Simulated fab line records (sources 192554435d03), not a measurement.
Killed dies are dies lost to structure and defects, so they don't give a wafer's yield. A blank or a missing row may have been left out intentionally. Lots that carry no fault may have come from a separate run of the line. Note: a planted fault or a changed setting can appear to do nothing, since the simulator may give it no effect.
A struck lot beside a sound one / flow n5Finfet / 37 out of 1938 route steps
Sound: these wafers, L456.3, L456.5, L456.6. Struck: wafer L458.5. (L458.2, L458.6 of the same lot were not struck and are left out.) The cause comes at the end.
Each step with rows lists, per side, the tool, then ch with its chambers, then its first start. Under that, the readings that differ: sound wafers / struck wafers / difference of the means / sigmas: that difference in standard deviations of wafers without a fault.
alike: readings whose means differ by less than 2 such deviations, and words and numbers that are the same on both sides. not compared: withheld readings, readings that some wafer has no value for, bounds like >300 that may hide the same value, and numbers for which the record gives no deviation and whose values overlap.
A row with sigmas, a row that says differs or no value, or rows on one side alone: a step with any of these is where the two part. When numbers do not overlap yet have no deviation, they are printed without sigmas and do not part them. Lack of a reading on every wafer of one side parts them only where that side has two or more wafers.

first, 9 steps without rows for these wafers: N5_BEOL_M5_ANNEAL_89 (time 1800 s); N5_BEOL_M5_SPUTTER_90 (material Cu, target thk 4.5 nm, time 8.29 s); N5_BEOL_M5_ECD_50 (material Cu, target thk 300 nm); N5_BEOL_M5_ANNEAL_51 (time 90 s); N5_BEOL_M5_CMP_52 (polishes, stops on SiCOH lowk, t overpolish 6.9 s, target thk 62 nm); N5_BEOL_M5_PRE_CLEAN_77 (time 15 s); N5_BEOL_M5_CO_CAP_78 (material Co, precursor CCTBA/H2, target thk 2 nm, time 102.1 s); N5_BEOL_M5_PRE_CLEAN_55 (time 15 s); N5_BEOL_M5_DEP_56 (deposits SiCN from 3MS/NH3, target thk 8 nm, time 14 s).
N5_BEOL_M6_ILD_DEP_00: deposits SiCOH lowk from DEMS/porogen, target thk 179.75 nm, time 33.4 s.
  sound on pecvd-03 ch 0,2, day 12 18:54; struck on pecvd-01 ch 0, day 13 18:40
reading=model.SiCOH_lowk_of_BEOL_M6_ILD_DEP_00.thkNm (nm); sound=177.6 177 177.4; struck=241.6; difference=+64.3; sigmas=
  alike: heaterPowerW, showerheadPlenumPTorr, showerheadVppV, susceptorTempC, throttleValvePct
then, 1 step without rows for these wafers: N5_BEOL_M6_CURE_74 (cures SiCOH lowk, time 240 s).
N5_BEOL_M6_THK_MEAS_01:
  struck on filmMetro-02, day 13 19:22; sound on filmMetro-01, day 12 19:29
reading=M6_ILD_THK (nm); sound=153.1 152.6 153.0; struck=209.1; difference=+56.2; sigmas=+23
then, 23 steps without rows for these wafers: N5_BEOL_M6_PECVD_70 (deposits SiO2 from TEOS/O2, target thk 20 nm, time 22.7 s); N5_BEOL_M6_HM_DEP_02 (deposits TiN, target thk 20 nm); N5_BEOL_M6_COAT_59 (time 60 s, resist thk 100 nm); N5_BEOL_M6_COAT_60 (time 60 s, resist thk 35 nm); N5_BEOL_M6_COAT_05 (resist thk 90 nm); N5_BEOL_M6_EBR_07; N5_BEOL_M6_SOFTBAKE_06 (time 60 s); N5_BEOL_M6_EXPOSE_08 (exposes mask M6); N5_BEOL_M6_PEB_09 (peb time 60 s); N5_BEOL_M6_DEVELOP_10 (develop time 30 s); N5_BEOL_M6_DESCUM_16 (chemistry O2, time 7.9 s); N5_BEOL_M6_ETCH_61 (etches SiARC in CF4, target depth 45.5 nm, time 75.8 s); N5_BEOL_M6_ETCH_62 (etches SOC in N2/H2, target depth 110 nm, overetch 22 nm, time 165 s); N5_BEOL_M6_STRIP_68 (strips in N2/H2); N5_BEOL_M6_STRIP_67 (strips in CF4); N5_BEOL_M6_HM_OPEN_17 (chemistry Cl2/BCl3, target TiN, target depth 20 nm, overetch 6 nm); N5_BEOL_M6_STRIP_19 (strips in O2); N5_BEOL_M6_COAT_63 (time 60 s, resist thk 60 nm); N5_BEOL_M6_COAT_64 (time 60 s, resist thk 12 nm); N5_BEOL_M6_COAT_71 (time 60 s, resist thk 5 nm); N5_BEOL_M6_COAT_22 (resist thk 30 nm); N5_BEOL_M6_EBR_24; N5_BEOL_M6_SOFTBAKE_23 (time 60 s).
N5_BEOL_M6_CMP_52: polishes, stops on SiCOH lowk, t overpolish 6.9 s, target thk 80 nm.
  sound on cmp-03 ch 0,2,3, day 13 02:22; struck on cmp-02 ch 1, day 14 03:08
reading=model.SiCOH_lowk_of_BEOL_M6_ILD_DEP_00.thkNm (nm); sound=150 149.6 150; struck=206; difference=+56; sigmas=
  alike: motorCurrentA
-- a jump in the record: the struck wafers' starts before and after are 6 days apart (it breaks off in module BEOL_M6 and resumes in module PASSIVATION, where the first step shown is number 1936 of the route) --
N5_PASSIVATION_PROBE_49:
  struck on prober-02, day 20 08:35; sound on prober-02, day 17 10:15
reading=killedAtContacts; sound=15 22 18; struck=4; difference=-14; sigmas=-2
  alike: defectLimitedYield, killed_at_M0_to_M3, killed_at_M4_up, killedAtFrontEnd, killedAtOther, killedDies, killedOpen, killedShort, sort_bin_5_function, sort_bin_6_memory, sortNPass, sortYieldPct

WHERE THEY PART
At N5_BEOL_M6_THK_MEAS_01 first; at N5_PASSIVATION_PROBE_49 last (within this record only).

WHY: the cause the simulator had injected
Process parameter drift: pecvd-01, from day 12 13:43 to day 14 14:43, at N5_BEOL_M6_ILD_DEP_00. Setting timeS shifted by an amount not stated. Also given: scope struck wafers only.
